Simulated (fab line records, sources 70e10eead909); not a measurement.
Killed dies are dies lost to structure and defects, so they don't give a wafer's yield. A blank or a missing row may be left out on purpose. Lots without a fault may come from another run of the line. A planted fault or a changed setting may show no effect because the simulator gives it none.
A struck lot beside a sound one | flow nand_harc | 15 steps out of a route of 1159
Sound: wafers L295.1, L295.2, L295.3. Struck: wafer L314.5. (L314.4, L314.6 of the same lot were not struck and are left out.) The cause comes at the end.
At each step with rows: each side's tool, then ch and its chambers, then its first start. Under that, the readings that differ: sound wafers | struck wafers | difference of the means | sigmas: that difference in standard deviations of wafers without a fault.
alike: readings whose means differ by less than 2 such deviations, and words and numbers that are the same on both sides. not compared: withheld readings, readings that some wafer has no value for, bounds like >300 that may hide the same value, and numbers for which the record gives no deviation and whose values overlap.
The two part at a step that has a row with sigmas, a row that says differs or no value, or rows on one side only. Numbers that don't overlap but have no deviation are shown without sigmas and don't part them. A reading that every wafer of one side lacks parts them only if that side has two wafers or more.

first, 8 steps without rows for these wafers: NHARC_A_CONTACT_COAT_86 (time 75 s); NHARC_A_CONTACT_COAT_87 (time 65 s); NHARC_A_CONTACT_COAT_02 (resist thk 90 nm); NHARC_A_CONTACT_SOFTBAKE_03 (time 55 s); NHARC_A_CONTACT_EBR_04; NHARC_A_CONTACT_EXPOSE_05 (exposes mask A CC); NHARC_A_CONTACT_PEB_06 (peb time 65 s); NHARC_A_CONTACT_DEVELOP_07 (develop time 35 s).
NHARC_A_CONTACT_CD_MEAS_08: target cd 100 nm.
  sound on cd_sem-01 ch 0, day 17 06:47; struck on cd_sem-02 ch 0, day 21 17:10
  alike: cd_nm
NHARC_A_CONTACT_OVL_MEAS_09:
  sound on overlay-01, day 17 06:53; struck on overlay-02, day 21 17:15
  alike: overlay_x_nm, overlay_y_nm
NHARC_A_CONTACT_INSPECT_10:
  sound on defect_inspect-02, day 17 06:55; struck on defect_inspect-01, day 21 17:17
  alike: raw_defect_count
NHARC_A_CONTACT_DESCUM_13: chemistry O2, time 3 s.
  sound on rie_diel-03 ch 0,2,3, day 17 06:58; struck on rie_diel-11 ch 2, day 21 17:20
  reading               | sound             | struck | difference | sigmas
  oes_product_au (a.u.) | 1.005 1.012 0.993 | 1.024  | +0.021     | +3
  alike: drypump_motor_current_A, rf_vpp_V, showerhead_plenum_p_Torr, throttle_valve_pct
  not compared: rf_hours_counter_h
NHARC_A_CONTACT_ETCH_88: etches the open film in CF4, target depth 39 nm, time 65 s.
  sound on rie_diel-03 ch 1,2,3, day 17 07:04; struck on rie_diel-11 ch 0, day 21 17:26
  reading               | sound             | struck | difference | sigmas
  oes_product_au (a.u.) | 1.005 0.993 0.999 | 0.794  | -0.205     | -24
  alike: drypump_motor_current_A, rf_vpp_V, showerhead_plenum_p_Torr, throttle_valve_pct
  not compared: rf_hours_counter_h
NHARC_A_CONTACT_ETCH_89: etches the open film in N2/H2, target depth 260 nm, time 475.3 s.
  sound on rie_diel-03 ch 1,2,3; struck on rie_diel-11 ch 2
  alike: drypump_motor_current_A, oes_product_au, rf_vpp_V, showerhead_plenum_p_Torr, throttle_valve_pct
  not compared: rf_hours_counter_h
-- the record jumps here: 3 days lie between the struck wafers' starts before and after (it left off in module A_CONTACT and takes up again in module END, whose first step shown is number 1159 of the route) --
NHARC_END_SORT_01:
  the record has rows for the struck wafers here (prober-01 ch 0, day 24 07:07) and none for the sound ones

WHERE THEY PART
First at NHARC_A_CONTACT_DESCUM_13; last, within this record, at NHARC_END_SORT_01.

WHY: what the simulator had put in
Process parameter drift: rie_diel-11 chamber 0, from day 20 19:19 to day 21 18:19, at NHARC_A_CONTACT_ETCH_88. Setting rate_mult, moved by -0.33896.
